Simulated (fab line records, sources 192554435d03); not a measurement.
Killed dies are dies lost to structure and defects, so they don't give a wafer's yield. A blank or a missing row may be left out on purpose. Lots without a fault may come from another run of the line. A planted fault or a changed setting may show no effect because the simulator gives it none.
Split-lot experiment | flow n5_finfet | 7 lots, 21 wafers read, on a route of 1938 steps

THE SPLIT
At N5_SD_EPI_N_EPI_21 (deposits Si:P, time 690 s), the setting time_s was moved away from the recipe's 690 s on 11 of the 21 wafers read, by -16.5% to +19.0%. The other wafers ran this setting at the recipe's value.

The reading is taken at the split's own step.

THE READING
Si-P_of_SD_EPI_N_EPI_21.thk_nm (the simulator's own value, which no gauge read), in nm, at N5_SD_EPI_N_EPI_21 (deposits Si:P, time 690 s). The file gives no usual value for it. The 10 wafers here that ran the recipe average 59.2 nm, standard deviation 0.82 nm.

wafer  | tool, chamber at the split | time_s as run, s | against the recipe | Si-P_of_SD_EPI_N_EPI_21.thk_nm, nm | against lot-mates on the recipe
L076.3 | epi_rpcvd-03, 0            | 624.4            | -9.5%              | 54.6                               | -3.4
L076.4 | epi_rpcvd-03, 0            | 690              | recipe             | 57.8                               | -
L076.6 | epi_rpcvd-03, 0            | 690              | recipe             | 58.2                               | -
L090.1 | epi_rpcvd-01, 0            | 604.2            | -12.4%             | 55                                 | -5.4
L090.2 | epi_rpcvd-01, 0            | 604.2            | -12.4%             | 55.2                               | -5.2
L090.3 | epi_rpcvd-01, 0            | 690              | recipe             | 60.4                               | -
L091.1 | epi_rpcvd-04, 0            | 820.9            | +19.0%             | 65.4                               | +7.0
L091.3 | epi_rpcvd-04, 0            | 690              | recipe             | 58.4                               | -
L091.6 | epi_rpcvd-04, 0            | 820.9            | +19.0%             | 66.4                               | +8.0
L092.1 | epi_rpcvd-03, 0            | 690              | recipe             | 59.8                               | -
L092.5 | epi_rpcvd-03, 0            | 690              | recipe             | 59.2                               | -
L092.6 | epi_rpcvd-03, 0            | 690              | recipe             | 60                                 | -
L094.2 | epi_rpcvd-04, 0            | 745.1            | +8.0%              | 62.6                               | +3.8
L094.3 | epi_rpcvd-04, 0            | 690              | recipe             | 58.8                               | -
L094.6 | epi_rpcvd-04, 0            | 745.1            | +8.0%              | 61.8                               | +3.0
L095.4 | epi_rpcvd-03, 0            | 690              | recipe             | 59.8                               | -
L095.5 | epi_rpcvd-03, 0            | 642.8            | -6.8%              | 55.8                               | -3.9
L095.6 | epi_rpcvd-03, 0            | 690              | recipe             | 59.6                               | -
L096.1 | epi_rpcvd-03, 0            | 575.9            | -16.5%             | 52.2                               | no lot-mate on the recipe
L096.3 | epi_rpcvd-03, 0            | 575.9            | -16.5%             | 52                                 | no lot-mate on the recipe
L096.4 | epi_rpcvd-03, 0            | 575.9            | -16.5%             | 52.4                               | no lot-mate on the recipe

THE FIT
A straight line over all 21 wafers: Si-P_of_SD_EPI_N_EPI_21.thk_nm changes by +0.384 nm for each +1% of time_s; r = +0.98; the points scatter about the line by 0.77 nm.
The same after taking each lot's own level away (the mean of its wafers on the recipe; 18 wafers): +0.41 nm for each +1%; r = +0.99; scatter 0.43 nm.
On that fit, the largest move of time_s shifts the reading by 7.8 nm.
The lots' own levels span 58.00 to 60.40 nm, that is 2.9 times the standard deviation above.
So the lot-to-lot level changes the slope little: the two slopes agree.
Check: with one of the wafers moved furthest among these (+19.0%) left out of the fit, the line predicts +8.03 nm for it against its lot-mates. It came out at +7 nm against them.

OTHER SPLITS ON THESE WAFERS
These wafers also went through other splits before the reading. Each is held against what the fit with the lots' levels taken away leaves over:
other split on the same wafers           | wafers away from the commonest value | r with Si-P_of_SD_EPI_N_EPI_21.thk_nm (lot level and that fit taken away)
N5_WELL_APT_EXPOSE_05 dose_mj            | 5                                    | -0.08
N5_WELL_APT_DEVELOP_07 develop_time_s    | 6                                    | -0.09
N5_PMOS_HMC_CHANNEL_EPI_HM_DEP_34 time_s | 5                                    | +0.01
N5_PMOS_HMC_CHANNEL_EPI_COAT_31 temp_c   | 13                                   | +0.03
N5_FIN_SAQP_EXPOSE_13 dose_mj            | 6                                    | +0.71
N5_FIN_CUT_ETCH_21 time_s                | 5                                    | +0.13
N5_SD_EPI_N_ETCH_16 target_depth_a       | 6                                    | -0.21

THE WHOLE CHAIN: every reading that the file lists as answering this split, in the file's order
step                    | what it does              | reading                                                                         | change (the file's fit)               | r (the file's)
N5_SD_EPI_N_EPI_21      | deposits Si:P, time 690 s | Si-P_of_SD_EPI_N_EPI_21.thk_nm (the simulator's own value, which no gauge read) | +0.411 nm for each +1% of the setting | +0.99
N5_SD_EPI_N_EPI_MEAS_23 |                           | thk_nm                                                                          | withheld for each +1% of the setting  | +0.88

THE FILE'S OWN FIT
Si-P_of_SD_EPI_N_EPI_21.thk_nm changes by +0.411 nm for each +1% of time_s, r = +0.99.
